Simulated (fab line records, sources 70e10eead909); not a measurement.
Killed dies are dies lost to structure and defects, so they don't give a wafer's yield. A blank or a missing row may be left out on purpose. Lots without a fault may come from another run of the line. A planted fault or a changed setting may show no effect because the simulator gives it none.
Chamber matching | flow nand_harc | NHARC_P_BONDPAD_DEP_00 on pecvd-04: 3 sister chambers
The step deposits SiCN, target thk 250 nm. 14 wafers are shown with their chamber, then 7 later ones without.

WAFERS WITH THEIR CHAMBER
wafer  | chamber | heater_power_w (W)
L349.1 | 2       | 587
L349.2 | 0       | 673
L349.6 | 0       | 529
L351.2 | 1       | 490
L351.3 | 0       | 646
L351.5 | 1       | 508
L352.3 | 1       | 510
L352.4 | 2       | 572
L352.6 | 0       | 624
L355.2 | 2       | 593
L355.3 | 1       | 478
L355.5 | 2       | 608
L358.2 | 0       | 556
L358.3 | 1       | 488

SIGNATURES (means of the wafers above)
reading        | chamber 0 | chamber 1 | chamber 2 | scatter within a chamber
heater_power_w | 605.60    | 494.80    | 590.00    | 38.5
Rule: a wafer's distance from a chamber is the root of the sum, over the readings, of the square of ((its reading less the chamber's mean) divided by the reading's scatter). The wafer belongs to the nearest chamber; if the next one is less than 2 further off, it can't be placed. The scatter: the root of (the sum of the squares of (reading less its chamber's mean) over the shown wafers, divided by (wafers less chambers)).

WAFERS WITHOUT THEIR CHAMBER
wafer  | heater_power_w (W)
L358.6 | 565
L362.3 | 552
L362.4 | 557
L362.5 | 589
L364.3 | 509
L364.5 | 484
L364.6 | 513

WHICH CHAMBER EACH WENT THROUGH
wafer  | from the rows above          | in truth
L358.6 | can't be placed: 2 or 0 or 1 | 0
L362.3 | can't be placed: 2 or 0 or 1 | 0
L362.4 | can't be placed: 2 or 0 or 1 | 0
L362.5 | can't be placed: 2 or 0      | 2
L364.3 | can't be placed: 1 or 2      | 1
L364.5 | 1                            | 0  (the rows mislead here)
L364.6 | can't be placed: 1 or 2 or 0 | 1
Placed correctly: 0 of 7. Can't be placed from these rows: 6 (the true chamber is among the candidates in 6). Placed wrongly: 1.
